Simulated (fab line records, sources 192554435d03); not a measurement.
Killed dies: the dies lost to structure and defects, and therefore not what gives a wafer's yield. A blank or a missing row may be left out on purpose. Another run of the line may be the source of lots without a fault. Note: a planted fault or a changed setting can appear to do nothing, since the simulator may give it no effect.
A single fault, viewed from 3 desks -- flow n5Finfet -- numbers are kept per desk, each desk with only its own; the story behind them comes last
Where a reading is given only as a bound, like >300, the bound stands for it, and a mean or a difference that rests on one is marked > or <: the true number lies beyond.

THE DEFECT DESK
Lot by lot, what the route's inspections counted, given as the mean of those sampled wafers with a number. A lot is out of limits, marked OUT, if its mean lies more than 4 standard deviations from the usual mean; the brackets give that distance.
Columns: A = rawDefectCount at N5_BEOL_M0_SAQP_INSPECT_42, usual 254; B = rawDefectCount at N5_BEOL_M0_CUTY_INSPECT_59, usual 2.0
lot,first seen here,A,B
L307,day 6 00:02,247,2.0
L308,day 6 04:18,217,2.0
L312,day 7 04:38,1104 (+10) OUT,>200 (+99 or more) OUT
L313,day 7 12:35,1105 (+10) OUT,>201 (+99 or more) OUT
L326,day 10 19:40,317,3.7
L327,day 11 00:42,510,2.3
L328,day 11 12:11,213,0.7
L329,day 11 18:56,225,1.7
This desk's verdict: out of limits on L312, L313, starting with L312 at day 7 04:38 (rawDefectCount at N5_BEOL_M0_SAQP_INSPECT_42). In limits: L307, L308, L326, L327, L328, L329.

AT THE TOOL OWNER'S DESK: rieDiel-02
The tool's own readings at N5_BEOL_M0_SAQP_STRIP_86 (strips in N2/H2): means of the sampled wafers that have a number, for each lot that ran on this tool. A lot is out of limits, marked OUT, if its mean lies more than 4 standard deviations from the usual mean; the brackets give that distance.
Columns: A = drypumpMotorCurrentA at N5_BEOL_M0_SAQP_STRIP_86, usual 5.4 A; B = oesProductAu at N5_BEOL_M0_SAQP_STRIP_86, usual 0.76 a.u.; C = rfVppV at N5_BEOL_M0_SAQP_STRIP_86, usual 122.3 V; D = showerheadPlenumPTorr at N5_BEOL_M0_SAQP_STRIP_86, usual 3.44 Torr; E = throttleValvePct at N5_BEOL_M0_SAQP_STRIP_86, usual 19.0 %
lot,first seen here,A,B,C,D,E
L307,day 5 19:44,5.0,0.86,122.7,3.55,19.3
L308,day 6 00:55,5.1,0.80,123.5,3.53,19.0
L312,day 7 00:38,5.0,0.75,122.9,3.50,19.2
L313,day 7 08:46,5.2,0.73,123.3,3.50,18.8
L327,day 10 21:21,4.9,0.80,123.6,3.52,19.5
L328,day 11 08:12,5.1,0.79,122.4,3.52,19.0
Result from this desk: across the 6 lots, nothing is out of limits.

METROLOGY DESK
Means of the sampled wafers that have a number, per lot and without regard to the tool the lot ran on: this is what the gauges read. A lot is out of limits, marked OUT, if its mean lies more than 4 standard deviations from the usual mean; the brackets give that distance. Shown here are 7 of its 10 readings, the ones lying furthest out on some lot.
Columns: A = DIBL_N at N5_BEOL_M4_RC_MEAS_101, usual 36.3 mV/V; B = DIBL_P at N5_BEOL_M4_RC_MEAS_101, usual 36.3 mV/V; C = IOFF_P at N5_BEOL_M4_RC_MEAS_101, usual 0.210 nA/um; D = ION_N at N5_BEOL_M4_RC_MEAS_101, usual 675 uA/um; E = ION_P at N5_BEOL_M4_RC_MEAS_101, usual 462 uA/um; F = SS_N at N5_BEOL_M4_RC_MEAS_101, usual 71.5 mV/dec; G = SS_P at N5_BEOL_M4_RC_MEAS_101, usual 73.4 mV/dec
lot,first seen here,A,B,C,D,E,F,G
L307,day 8 23:34,35.1,34.4,0.173,668,455,72.1,73.3
L308,day 9 18:37,35.6,34.1,0.202,670,466,71.1,73.5
L313,day 10 04:59,35.3,36.5,0.181,657,450,71.6,73.6
L312,day 10 05:20,37.2,36.3,0.215,684,466,72.0,73.7
L326,day 14 22:32,35.4,35.3,0.188,678,461,70.9,72.7
L327,day 15 08:37,35.5,35.7,0.196,678,463,71.2,73.1
L329,day 15 20:00,35.2,36.5,0.195,670,454,71.2,73.7
L328,day 16 03:17,34.9,35.7,0.199,684,468,71.2,72.5
Result from this desk: across the 8 lots, nothing is out of limits.

TAKEN TOGETHER
The defect desk could have raised an alarm at day 7 04:38, on L312, L313.
Nothing out of limits was seen by the tool owner's desk.
The metrology desk saw nothing out of limits.
On record at the tool owner's desk: L312, L313, within its limits.
The metrology desk has L312, L313 on record, within its limits.
All the named lots went through N5_BEOL_M0_SAQP_STRIP_86 on rieDiel-02.

WHAT THE SIMULATOR HAD INSERTED
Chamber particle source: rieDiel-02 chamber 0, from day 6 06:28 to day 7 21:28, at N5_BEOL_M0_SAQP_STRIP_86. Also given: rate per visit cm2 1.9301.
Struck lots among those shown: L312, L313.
Hours from the fault's start to each desk's first reading out of limits: the defect desk, 22.
